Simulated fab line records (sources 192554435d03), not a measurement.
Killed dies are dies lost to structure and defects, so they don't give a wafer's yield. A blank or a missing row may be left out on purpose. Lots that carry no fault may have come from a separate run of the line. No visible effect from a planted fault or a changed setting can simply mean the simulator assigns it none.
What tool caused it? -- flow n5Finfet -- 63 wafers from 21 lots sampled at 6 of the route's 1938 steps

== WHAT THE GAUGES SHOWED, per wafer ==
No reading from a measuring or inspecting step in the record can be judged against a usual standard deviation.

== TOOL THAT RAN EACH LOT (tool first, then ch and the chambers of the sampled wafers, then the start) ==
lot,N5_BEOL_M4_ETCH_63,N5_BEOL_M4_STRIP_66,N5_BEOL_M4_ETCH_70,N5_BEOL_M4_ALD_84,N5_BEOL_M4_SPUTTER_48,N5_BEOL_M4_SPUTTER_88
L074,"rieDiel-06 ch 1,2,3, day 7 12:04","rieDiel-06 ch 1,2,3, day 7 12:14","rieDiel-06 ch 1,2, day 8 00:18","aldMetal-03 ch 0,2,3, day 8 01:22","pvdSputter-01, day 8 01:52","pvdSputter-01, day 8 02:45"
L075,"rieDiel-02 ch 0,1, day 7 19:50","rieDiel-02 ch 0,1, day 7 20:00","rieDiel-01 ch 0,3, day 8 03:25","aldMetal-03 ch 0,3, day 8 04:07","pvdSputter-01, day 8 04:38","pvdSputter-01, day 8 05:31"
L076,"rieDiel-01 ch 0,3, day 8 00:07","rieDiel-01 ch 0,3, day 8 00:16","rieDiel-02 ch 1,2,3, day 8 07:35","aldMetal-01 ch 0,1,3, day 8 08:15","pvdSputter-03, day 8 08:47","pvdSputter-03, day 8 09:40"
L077,"rieDiel-01 ch 0,1,3, day 8 01:30","rieDiel-01 ch 0,1,3, day 8 01:40","rieDiel-01 ch 0,3, day 8 07:50","aldMetal-01 ch 0,1, day 8 08:35","pvdSputter-03, day 8 10:38","pvdSputter-03, day 8 11:31"
L078,"rieDiel-02 ch 0,1, day 8 18:09","rieDiel-02 ch 0,1, day 8 18:19","rieDiel-02 ch 0,1,3, day 8 23:19","aldMetal-03 ch 2,3, day 9 00:02","pvdSputter-01, day 9 02:05","pvdSputter-01, day 9 02:58"
L079,"rieDiel-06 ch 2,3, day 8 22:29","rieDiel-06 ch 2,3, day 8 22:39","rieDiel-02 ch 0,3, day 9 03:56","aldMetal-04 ch 0,1,2, day 9 04:51","pvdSputter-03, day 9 05:31","pvdSputter-03, day 9 06:24"
L080,"rieDiel-06 ch 0,3, day 9 11:18","rieDiel-06 ch 0,3, day 9 11:28","rieDiel-01 ch 0,2, day 9 20:48","aldMetal-04 ch 0,2,3, day 9 21:50","pvdSputter-02, day 9 22:47","pvdSputter-02, day 9 23:40"
L081,"rieDiel-01 ch 1,2,3, day 9 13:01","rieDiel-01 ch 1,2,3, day 9 13:10","rieDiel-02 ch 0,1,2, day 9 16:54","aldMetal-04 ch 0,1,2, day 9 17:58","pvdSputter-01, day 9 18:35","pvdSputter-01, day 9 19:28"
L082,"rieDiel-02 ch 0,1,2, day 9 15:30","rieDiel-02 ch 0,1,2, day 9 15:40","rieDiel-02 ch 0,1, day 9 22:42","aldMetal-03 ch 0,1,2, day 10 00:50","pvdSputter-01, day 10 01:19","pvdSputter-01, day 10 02:12"
L083,"rieDiel-06 ch 0,1, day 10 02:11","rieDiel-06 ch 0,1, day 10 02:21","rieDiel-02 ch 0,1,3, day 10 03:39","aldMetal-01 ch 1,2,3, day 10 04:30","pvdSputter-01, day 10 05:19","pvdSputter-01, day 10 06:12"
L084,"rieDiel-06 ch 0,2,3, day 10 04:34","rieDiel-06 ch 0,2,3, day 10 04:44","rieDiel-02 ch 2,3, day 10 06:39","aldMetal-04 ch 0,1,2, day 10 07:44","pvdSputter-03, day 10 08:19","pvdSputter-03, day 10 09:11"
L085,"rieDiel-02 ch 2,3, day 10 08:10","rieDiel-02 ch 2,3, day 10 08:19","rieDiel-06 ch 0,3, day 10 17:19","aldMetal-04 ch 2,3, day 10 18:31","pvdSputter-02, day 10 19:02","pvdSputter-02, day 10 19:55"
L087,"rieDiel-01 ch 0,1,2, day 11 05:22","rieDiel-01 ch 0,1,2, day 11 05:32","rieDiel-01 ch 0,1,3, day 11 08:15","aldMetal-04 ch 1,2,3, day 11 09:35","pvdSputter-03, day 11 10:41","pvdSputter-03, day 11 11:34"
L089,"rieDiel-01 ch 0,2, day 11 15:15","rieDiel-01 ch 0,2, day 11 15:25","rieDiel-01 ch 0,2,3, day 12 01:45","aldMetal-03 ch 0,1,2, day 12 02:40","pvdSputter-01, day 12 03:13","pvdSputter-01, day 12 04:06"
L091,"rieDiel-02 ch 1,2,3, day 11 22:16","rieDiel-02 ch 1,2,3, day 11 22:25","rieDiel-06 ch 2,3, day 12 04:41","aldMetal-03 ch 1,2,3, day 12 05:29","pvdSputter-01, day 12 06:14","pvdSputter-01, day 12 07:07"
L090,"rieDiel-01 ch 1,2,3, day 12 03:17","rieDiel-01 ch 1,2,3, day 12 03:27","rieDiel-01 ch 1,2,3, day 12 07:50","aldMetal-04 ch 1,2, day 12 08:58","pvdSputter-03, day 12 09:36","pvdSputter-03, day 12 10:29"
L092,"rieDiel-02 ch 1,2,3, day 12 09:10","rieDiel-02 ch 1,2,3, day 12 09:19","rieDiel-02 ch 1,2,3, day 12 17:11","aldMetal-04 ch 0,1,3, day 12 18:18","pvdSputter-03, day 12 19:16","pvdSputter-03, day 12 20:08"
L094,"rieDiel-06 ch 0,1,2, day 13 06:49","rieDiel-06 ch 0,1,2, day 13 06:59","rieDiel-01 ch 1,2, day 13 12:32","aldMetal-01 ch 2,3, day 13 13:40","pvdSputter-03, day 13 14:13","pvdSputter-03, day 13 15:05"
L093,"rieDiel-02 ch 0,2, day 13 14:10","rieDiel-02 ch 0,2, day 13 14:19","rieDiel-01 ch 0,1,2, day 14 00:53","aldMetal-03 ch 1,2,3, day 14 01:47","pvdSputter-02, day 14 02:25","pvdSputter-02, day 14 03:17"
L096,"rieDiel-02 ch 0,2, day 13 22:41","rieDiel-02 ch 0,2, day 13 22:51","rieDiel-01 ch 0,2,3, day 14 06:23","aldMetal-01 ch 0,2, day 14 07:16","pvdSputter-03, day 14 07:58","pvdSputter-03, day 14 08:51"
L097,"rieDiel-01 ch 0,3, day 14 07:01","rieDiel-01 ch 0,3, day 14 07:10","rieDiel-02 ch 0,3, day 14 18:40","aldMetal-04 ch 1,2, day 14 19:50","pvdSputter-02, day 14 21:56","pvdSputter-02, day 15 01:04"
- N5_BEOL_M4_ETCH_63: etches SiARC in CF4, target depth 15.6 nm, time 26 s.
- N5_BEOL_M4_STRIP_66: strips in CF4.
- N5_BEOL_M4_ETCH_70: etches SOC in N2/H2, target depth 80 nm, overetch 24 nm, time 130 s.
- N5_BEOL_M4_ALD_84: deposits TaN, pulse time 2 s, purge time 3 s, co reactant purge time 2 s.
- N5_BEOL_M4_SPUTTER_48: material Cu, target thk 4.5 nm, time 8.29 s.
- N5_BEOL_M4_SPUTTER_88: material Cu, target thk 4.5 nm, time 8.29 s.

== AS READ BY THE TOOLS THEMSELVES (means over the sampled wafers that have a number; for cases with no such wafer, the mark the record gives instead) ==
N5_BEOL_M4_ETCH_63.
lot,tool,cf4FlowSccm (sccm),drypumpMotorCurrentA (A),etchRfOnTimeS (s),oesProductAu (a.u.),rfVppV (V),showerheadPlenumPTorr (Torr),throttleValvePct (%)
L074,rieDiel-06,99.80,5.2,25.6,0.75,184.5,2.14,15.44
L075,rieDiel-02,100.05,5.5,26.4,0.61,182.9,2.04,15.70
L076,rieDiel-01,100.00,6.0,26.4,0.70,184.3,2.15,15.59
L077,rieDiel-01,100.08,6.2,25.9,0.76,184.2,2.13,15.58
L078,rieDiel-02,100.12,5.5,27.1,0.58,183.5,2.04,15.77
L079,rieDiel-06,99.85,5.4,25.3,0.75,184.1,2.14,15.59
L080,rieDiel-06,100.39,5.4,25.2,0.80,184.2,2.16,15.23
L081,rieDiel-01,100.48,6.0,25.6,0.80,183.5,2.10,15.44
L082,rieDiel-02,100.13,5.5,26.6,0.66,183.4,2.12,15.65
L083,rieDiel-06,100.16,5.1,26.2,0.71,184.4,2.19,15.41
L084,rieDiel-06,100.29,5.4,25.6,0.76,184.6,2.17,15.45
L085,rieDiel-02,100.02,5.8,26.3,0.71,185.2,2.19,15.47
L087,rieDiel-01,100.00,5.9,26.2,0.73,183.7,2.12,15.46
L089,rieDiel-01,100.35,5.4,26.2,0.74,183.6,2.12,15.31
L091,rieDiel-02,100.16,5.8,26.4,0.72,184.9,2.19,15.45
L090,rieDiel-01,99.99,6.0,25.5,0.76,182.7,2.10,15.47
L092,rieDiel-02,100.18,5.8,26.5,0.71,184.4,2.19,15.46
L094,rieDiel-06,100.03,5.3,25.6,0.70,184.9,2.18,15.59
L093,rieDiel-02,100.22,5.5,26.0,0.64,183.7,2.10,15.69
L096,rieDiel-02,100.21,5.5,26.1,0.68,183.9,2.18,15.60
L097,rieDiel-01,99.93,6.0,26.4,0.66,183.4,2.13,15.69

N5_BEOL_M4_STRIP_66.
lot,tool,cf4FlowSccm (sccm),drypumpMotorCurrentA (A),oesProductAu (a.u.),rfVppV (V),showerheadPlenumPTorr (Torr),throttleValvePct (%)
L074,rieDiel-06,149.9,5.2,0.86,271.4,1.80,13.41
L075,rieDiel-02,150.0,5.5,0.71,269.4,1.72,13.73
L076,rieDiel-01,150.2,6.0,0.82,270.8,1.79,13.53
L077,rieDiel-01,149.9,6.3,0.88,271.1,1.78,13.52
L078,rieDiel-02,149.9,5.5,0.69,269.6,1.71,13.77
L079,rieDiel-06,150.2,5.4,0.85,271.3,1.79,13.56
L080,rieDiel-06,149.6,5.4,0.90,271.7,1.81,13.19
L081,rieDiel-01,149.7,6.0,0.91,270.6,1.77,13.37
L082,rieDiel-02,149.5,5.4,0.77,270.5,1.77,13.63
L083,rieDiel-06,149.8,5.1,0.83,271.5,1.83,13.39
L084,rieDiel-06,150.7,5.4,0.87,271.9,1.82,13.41
L085,rieDiel-02,150.0,5.8,0.83,271.4,1.84,13.43
L087,rieDiel-01,149.9,5.9,0.86,270.2,1.77,13.40
L089,rieDiel-01,149.9,5.4,0.86,271.2,1.77,13.27
L091,rieDiel-02,150.0,5.7,0.83,272.3,1.84,13.41
L090,rieDiel-01,149.9,6.0,0.87,270.1,1.76,13.42
L092,rieDiel-02,150.3,5.8,0.83,271.7,1.84,13.42
L094,rieDiel-06,149.5,5.3,0.81,272.6,1.83,13.57
L093,rieDiel-02,149.9,5.5,0.75,269.5,1.77,13.69
L096,rieDiel-02,149.9,5.5,0.80,271.5,1.83,13.59
L097,rieDiel-01,150.1,6.0,0.76,270.6,1.78,13.64

N5_BEOL_M4_ETCH_70.
lot,tool,drypumpMotorCurrentA (A),oesProductAu (a.u.),rfVppV (V),showerheadPlenumPTorr (Torr),throttleValvePct (%)
L074,rieDiel-06,5.1,0.60,525.1,2.56,17.70
L075,rieDiel-01,6.1,0.64,522.8,2.51,17.70
L076,rieDiel-02,5.8,0.58,522.9,2.52,17.77
L077,rieDiel-01,6.1,0.64,523.8,2.51,17.72
L078,rieDiel-02,5.9,0.51,520.3,2.41,17.87
L079,rieDiel-02,6.2,0.52,520.3,2.43,17.88
L080,rieDiel-01,5.4,0.66,522.2,2.51,17.48
L081,rieDiel-02,5.5,0.57,522.9,2.51,17.85
L082,rieDiel-02,5.5,0.52,519.2,2.41,17.95
L083,rieDiel-02,5.8,0.51,520.4,2.41,17.91
L084,rieDiel-02,6.1,0.57,523.2,2.52,17.80
L085,rieDiel-06,5.4,0.66,523.6,2.56,17.54
L087,rieDiel-01,6.3,0.62,523.3,2.50,17.78
L089,rieDiel-01,5.8,0.62,522.3,2.50,17.64
L091,rieDiel-06,5.4,0.61,523.6,2.54,17.84
L090,rieDiel-01,5.9,0.65,522.1,2.48,17.65
L092,rieDiel-02,5.8,0.62,525.3,2.60,17.68
L094,rieDiel-01,6.2,0.64,522.2,2.48,17.72
L093,rieDiel-01,6.0,0.61,521.4,2.49,17.69
L096,rieDiel-01,5.8,0.60,522.7,2.49,17.66
L097,rieDiel-02,6.3,0.65,526.1,2.63,17.66

N5_BEOL_M4_ALD_84.
lot,tool,heaterPowerW (W),precursorVesselCarrierSccm (sccm)
L074,aldMetal-03,416,999
L075,aldMetal-03,436,1002
L076,aldMetal-01,413,1000
L077,aldMetal-01,397,1001
L078,aldMetal-03,455,1001
L079,aldMetal-04,386,999
L080,aldMetal-04,380,1003
L081,aldMetal-04,387,996
L082,aldMetal-03,412,1001
L083,aldMetal-01,386,997
L084,aldMetal-04,387,1002
L085,aldMetal-04,394,1000
L087,aldMetal-04,396,1000
L089,aldMetal-03,407,1001
L091,aldMetal-03,437,1003
L090,aldMetal-04,394,997
L092,aldMetal-04,400,1000
L094,aldMetal-01,397,998
L093,aldMetal-03,444,996
L096,aldMetal-01,386,999
L097,aldMetal-04,401,998

N5_BEOL_M4_SPUTTER_48.
lot,tool,chamberPressurePa (Pa),throttleValvePct (%)
L074,pvdSputter-01,0.06996,30.8
L075,pvdSputter-01,0.06989,31.4
L076,pvdSputter-03,0.07020,29.8
L077,pvdSputter-03,0.07014,30.3
L078,pvdSputter-01,0.06994,30.5
L079,pvdSputter-03,0.07001,31.0
L080,pvdSputter-02,0.06999,29.1
L081,pvdSputter-01,0.07007,31.2
L082,pvdSputter-01,0.06995,30.8
L083,pvdSputter-01,0.06999,31.0
L084,pvdSputter-03,0.07001,31.0
L085,pvdSputter-02,0.07010,29.4
L087,pvdSputter-03,0.07006,30.1
L089,pvdSputter-01,0.06999,31.5
L091,pvdSputter-01,0.07006,31.1
L090,pvdSputter-03,0.06998,30.4
L092,pvdSputter-03,0.07004,29.6
L094,pvdSputter-03,0.06995,31.5
L093,pvdSputter-02,0.07006,29.2
L096,pvdSputter-03,0.06999,30.2
L097,pvdSputter-02,0.07024,29.4

N5_BEOL_M4_SPUTTER_88.
lot,tool,chamberPressurePa (Pa),throttleValvePct (%)
L074,pvdSputter-01,0.07001,30.7
L075,pvdSputter-01,0.06997,31.3
L076,pvdSputter-03,0.06997,29.9
L077,pvdSputter-03,0.07012,30.2
L078,pvdSputter-01,0.07016,30.6
L079,pvdSputter-03,0.06994,31.0
L080,pvdSputter-02,0.06998,29.0
L081,pvdSputter-01,0.06999,31.2
L082,pvdSputter-01,0.07002,30.8
L083,pvdSputter-01,0.06993,30.9
L084,pvdSputter-03,0.07000,31.1
L085,pvdSputter-02,0.06998,29.5
L087,pvdSputter-03,0.07014,30.3
L089,pvdSputter-01,0.07007,31.3
L091,pvdSputter-01,0.07001,31.0
L090,pvdSputter-03,0.06996,30.2
L092,pvdSputter-03,0.06999,29.6
L094,pvdSputter-03,0.06997,31.3
L093,pvdSputter-02,0.06989,29.2
L096,pvdSputter-03,0.06994,30.1
L097,pvdSputter-02,0.07014,29.4

== THE ANSWER, worked out from the rows above alone ==
Rule: usual is defined by the lots themselves. The widest of any qualifying gaps counts: lots, ordered by their means at a reading, are off when they make up no more than a third of the lots, leave a main group of 4 or more, and stand apart from it by 3 or more times the standard deviation of that group's means. The tables above print the reading to a certain number of digits; a main group whose means all agree to those digits is not used. A lot without any number at a reading at which 4 lots or more have one is off too. Where the step has rows for the other lots, those lots are counted as sound. Order of review: gauges by route order, followed by the tools' own readings, for which a lot's mean as printed above is used. The first step at which some lot is off is used, and at that step the reading that is off furthest; a lot without a number counts as furthest.
Nothing can be told from this: no lot is off at any reading shown.

== WHAT THE SIMULATOR HAD PUT IN ==
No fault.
